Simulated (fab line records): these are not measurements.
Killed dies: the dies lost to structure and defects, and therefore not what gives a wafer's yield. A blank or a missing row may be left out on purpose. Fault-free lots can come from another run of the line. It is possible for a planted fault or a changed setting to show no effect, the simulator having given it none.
Matching of chambers / flow n5 finfet / N5_MOL_CONTACT_COAG_DESCUM_45 on rie diel-02 has 4 sister chambers
The step chemistry O2, time 7 s. 4 wafers are shown with their chamber, then 12 later ones without.

WAFERS PAIRED WITH THEIR CHAMBERS
wafer=L085.3; chamber=3; throttle valve pct (%)=20.48
wafer=L086.2; chamber=0; throttle valve pct (%)=20.83
wafer=L086.3; chamber=2; throttle valve pct (%)=20.50
wafer=L086.4; chamber=1; throttle valve pct (%)=20.35

WAFERS WITH NO CHAMBER GIVEN
wafer=L088.1; throttle valve pct (%)=20.50
wafer=L088.4; throttle valve pct (%)=20.50
wafer=L088.5; throttle valve pct (%)=20.51
wafer=L089.1; throttle valve pct (%)=20.50
wafer=L089.5; throttle valve pct (%)=20.50
wafer=L089.6; throttle valve pct (%)=20.50
wafer=L091.1; throttle valve pct (%)=20.36
wafer=L091.2; throttle valve pct (%)=20.51
wafer=L091.4; throttle valve pct (%)=20.84
wafer=L097.2; throttle valve pct (%)=20.53
wafer=L097.3; throttle valve pct (%)=20.37
wafer=L097.5; throttle valve pct (%)=20.86

THE CHAMBER EACH PASSED THROUGH
wafer=L088.1; from the rows above=can't be placed: 2 or 3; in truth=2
wafer=L088.4; from the rows above=can't be placed: 2 or 3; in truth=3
wafer=L088.5; from the rows above=can't be placed: 2 or 3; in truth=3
wafer=L089.1; from the rows above=can't be placed: 2 or 3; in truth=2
wafer=L089.5; from the rows above=can't be placed: 2 or 3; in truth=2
wafer=L089.6; from the rows above=can't be placed: 2 or 3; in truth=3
wafer=L091.1; from the rows above=1; in truth=1
wafer=L091.2; from the rows above=can't be placed: 2 or 3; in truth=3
wafer=L091.4; from the rows above=0; in truth=0
wafer=L097.2; from the rows above=can't be placed: 2 or 3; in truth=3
wafer=L097.3; from the rows above=1; in truth=1
wafer=L097.5; from the rows above=0; in truth=0
Placed correctly: 4 of 12. From these rows, 8 cannot be placed; in 8 the true chamber is one of the candidates. Placed wrongly: 0.
How it was worked out, from the rows above alone: a wafer's distance from a chamber is the root of the sum, over the readings, of the square of ((its reading less the chamber's mean) divided by the reading's scatter). If the next closest chamber is less than 2 further off than the closest, the wafer can't be placed; otherwise it belongs to the closest. For every chamber, the mean is computed from those of its wafers that are shown. The scatter: root of mean squared gap, hidden wafer to nearest shown wafer, with one shown wafer a chamber.
